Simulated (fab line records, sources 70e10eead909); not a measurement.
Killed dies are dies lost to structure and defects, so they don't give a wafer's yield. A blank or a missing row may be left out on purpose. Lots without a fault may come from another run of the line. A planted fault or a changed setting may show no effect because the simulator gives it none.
Chamber matching | flow nand_harc | NHARC_P_BONDPAD_CMP_19 on cmp-04: 4 sister chambers
The step polishes, t overpolish 30 s, cu recess touch 16 s, target thk 160.81 nm. 8 wafers are shown with their chamber, then 8 later ones without.

WAFERS WITH THEIR CHAMBER
wafer  | chamber | motor_current_A (A) | overpolish_run_s (s)
L082.1 | 1       | 13.8                | 30.003
L082.3 | 2       | 15.0                | 30.009
L085.3 | 0       | 12.6                | 30.012
L085.5 | 2       | 13.7                | 30.013
L088.1 | 3       | 12.0                | 29.997
L088.3 | 1       | 14.2                | 30.003
L088.6 | 3       | 11.8                | 30.000
L090.2 | 0       | 11.5                | 30.000

WAFERS WITHOUT THEIR CHAMBER
wafer  | motor_current_A (A) | overpolish_run_s (s)
L090.3 | 13.3                | 30.003
L090.4 | 11.6                | 30.006
L093.2 | 11.2                | 30.001
L093.4 | 14.4                | 30.006
L093.5 | 13.2                | 30.005
L095.3 | 14.1                | 30.001
L095.5 | 11.5                | 30.005
L095.6 | 11.9                | 29.975

WHICH CHAMBER EACH WENT THROUGH
wafer  | from the rows above               | in truth
L090.3 | can't be placed: 1 or 0 or 2 or 3 | 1
L090.4 | can't be placed: 0 or 3           | 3
L093.2 | can't be placed: 3 or 0           | 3
L093.4 | can't be placed: 1 or 2           | 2
L093.5 | can't be placed: 1 or 0 or 2 or 3 | 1
L095.3 | can't be placed: 1 or 2           | 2
L095.5 | can't be placed: 0 or 3           | 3
L095.6 | can't be placed: 3 or 0 or 1      | 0
Placed correctly: 0 of 8. Can't be placed from these rows: 8 (the true chamber is among the candidates in 8). Placed wrongly: 0.
How it was worked out, from the rows above alone: a wafer's distance from a chamber is the root of the sum, over the readings, of the square of ((its reading less the chamber's mean) divided by the reading's scatter). The wafer belongs to the nearest chamber; if the next one is less than 2 further off, it can't be placed. A chamber's mean is the mean of its shown wafers. The scatter: the root of (the sum of the squares of (reading less its chamber's mean) over the shown wafers, divided by (wafers less chambers)).
